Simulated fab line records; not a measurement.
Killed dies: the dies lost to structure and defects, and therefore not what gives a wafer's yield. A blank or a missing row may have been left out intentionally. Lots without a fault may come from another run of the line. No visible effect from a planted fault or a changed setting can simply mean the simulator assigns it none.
Chamber matching | flow n5_finfet | N5_SD_EPI_N_DESCUM_14 on rie_diel-04: 4 sister chambers
The step chemistry O2, time 7.9 s. 18 wafers are shown with their chamber, then 9 later ones without.

## WAFERS, EACH WITH ITS CHAMBER
wafer  | chamber | showerhead_plenum_p_Torr (Torr) | drypump_motor_current_A (A) | throttle_valve_pct (%)
L075.3 | 1       | 2.06                            | 5.9                         | 20.62
L075.4 | 3       | 2.24                            | 6.0                         | 20.24
L075.5 | 0       | 2.08                            | 6.5                         | 20.62
L079.1 | 2       | 2.05                            | 5.9                         | 20.43
L079.4 | 1       | 2.06                            | 5.9                         | 20.62
L079.6 | 0       | 2.08                            | 6.5                         | 20.62
L081.1 | 3       | 2.23                            | 6.0                         | 20.25
L081.4 | 2       | 2.05                            | 5.9                         | 20.44
L081.6 | 2       | 2.05                            | 5.9                         | 20.45
L085.2 | 0       | 2.08                            | 6.5                         | 20.64
L085.4 | 2       | 2.04                            | 5.9                         | 20.45
L085.6 | 3       | 2.23                            | 6.0                         | 20.28
L089.2 | 1       | 2.06                            | 5.9                         | 20.64
L089.3 | 3       | 2.22                            | 6.0                         | 20.30
L089.6 | 2       | 2.04                            | 5.8                         | 20.47
L091.4 | 2       | 2.04                            | 5.9                         | 20.46
L091.5 | 3       | 2.22                            | 6.0                         | 20.31
L091.6 | 1       | 2.05                            | 6.0                         | 20.65

SIGNATURES (means of the wafers above)
reading                  | chamber 0 | chamber 1 | chamber 2 | chamber 3 | scatter within a chamber
showerhead_plenum_p_Torr | 2.0800    | 2.0575    | 2.0450    | 2.2280    | 0.00601
drypump_motor_current_A  | 6.500     | 5.925     | 5.883     | 6.000     | 0.0336
throttle_valve_pct       | 20.6267   | 20.6325   | 20.4500   | 20.2760   | 0.0201
Rule: for each reading, subtract the chamber's mean from the wafer's reading, divide by that reading's scatter and square the result; add these up over the readings and take the root, which gives the wafer's distance from the chamber. The wafer belongs to the nearest chamber; if the next one is less than 2 further off, it can't be placed. The scatter: the root of (the sum of the squares of (reading less its chamber's mean) over the shown wafers, divided by (wafers less chambers)).

## WAFERS WHOSE CHAMBER IS MISSING
wafer  | showerhead_plenum_p_Torr (Torr) | drypump_motor_current_A (A) | throttle_valve_pct (%)
L092.1 | 2.07                            | 6.5                         | 20.65
L092.4 | 2.07                            | 6.5                         | 20.65
L092.6 | 2.04                            | 5.9                         | 20.47
L095.1 | 2.07                            | 6.5                         | 20.67
L095.3 | 2.05                            | 5.9                         | 20.33
L095.4 | 2.04                            | 5.9                         | 20.50
L097.1 | 2.05                            | 6.0                         | 20.31
L097.4 | 2.07                            | 6.5                         | 20.69
L097.5 | 2.04                            | 5.9                         | 20.51

## THE CHAMBER EACH PASSED THROUGH
wafer  | from the rows above | in truth
L092.1 | 0                   | 0
L092.4 | 0                   | 0
L092.6 | 2                   | 2
L095.1 | 0                   | 0
L095.3 | 2                   | 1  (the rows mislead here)
L095.4 | 2                   | 2
L097.1 | 2                   | 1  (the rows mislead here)
L097.4 | 0                   | 0
L097.5 | 2                   | 2
Placed correctly: 7 of 9. From these rows, 0 cannot be placed. Placed wrongly: 2.
